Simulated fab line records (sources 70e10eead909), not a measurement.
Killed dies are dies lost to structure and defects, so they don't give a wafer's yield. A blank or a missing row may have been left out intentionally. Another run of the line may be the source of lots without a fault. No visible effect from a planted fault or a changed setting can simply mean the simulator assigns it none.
Problem report, 8D (eight disciplines) form, completed by code	flow nand-harc	the parts of the form that need people (team, actions taken, sign-off) are left out

## 1. THE PROBLEM
killed-dies at NHARC_END_SORT_01 reads a mean of 120 on 6 wafers of 2 lots; wafers without a fault read 31 with a standard deviation of 12. Relative to the usual mean, that is a shift of +7.4 standard deviations.
First seen on wafer L233.2, day 22 08:08, on prober-01. The record has a number at this step for 42 wafers belonging to 14 lots. Rule for "out", or "out of limits": more than 4 standard deviations from the usual mean. Any other wafer with a number is counted as sound.

## 2. WHAT IT IS, AND WHAT IT ISN'T
question	is	is not
which readings at this step	killed-dies, killed-at-array	killed-at-other, killed-at-periphery, killed-open
which lots	L232, L233	L224, L225, L226, L227, L228, L229, L230, L231, L234, L244, L246, L247
which wafers of those lots	all that have a number	-
read on which gauges	prober-01, prober-02	-
when	from day 22 08:08	up to then (24 sound wafers); but 12 sound wafers of L234, L244, L246, L247 came after

## 3. WHAT RULES OUT EACH SUSPECT
Counting: a tool at a process step up to the reading stays a suspect if it ran every lot that is out and no sound lot after the first of them.
- the gauge at NHARC_END_SORT_01 is ruled out. The wafers that are out were read on 2 gauges (prober-01, prober-02).
- cvd-w-01 at NHARC_A_CONTACT_CVD_19 (deposits W, target thk 300 nm, time 802 s): ruled out as a lasting fault. Following L233 (day 20 02:23), the first lot on it that is out, the sound lots L246, L247 were run on it.
- plasma-asher-02 at NHARC_THIN_TSV_STRIP_56 (strips in O2): ruled out as a lasting fault. Following L232 (day 21 23:04), the first lot on it that is out, the sound lots L247 were run on it.
Left after counting: nothing in the record.

## 4. THE CAUSE (what the simulator had put in)
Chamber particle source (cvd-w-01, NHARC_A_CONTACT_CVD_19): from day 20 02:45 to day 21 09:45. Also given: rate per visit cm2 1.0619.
It was ruled out by counting, in error; the rule expects a fault to strike all lots run on its tool from its start on, and this fault did not.

## 5. THE EFFECT CHAIN, in route order
Each row: a reading whose mean over the struck wafers that have a number lies more than 3 standard deviations from the usual. Scope: only readings with a usual standard deviation given in the record; hours: median across lots of the time from each lot's start at the first step in this table that gives one to its start at this step; sigmas: change in usual standard deviations.
hours	step	reading	usual	on struck wafers	change	sigmas
0	NHARC_END_SORT_01	killed-at-array	27	114	+87	+7.2
0	NHARC_END_SORT_01	killed-dies	31	120	+89	+7.4

## 6. WHAT WOULD HAVE CAUGHT IT SOONER
53 hours passed between the start of the fault at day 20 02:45 and the first reading out of limits at a measuring or inspecting step in this record, taken at day 22 08:08.
An alarm limit of 4 standard deviations would not have fired on the tool readings at NHARC_A_CONTACT_CVD_19 for which the record gives a usual standard deviation, since none of them was out on any struck wafer.
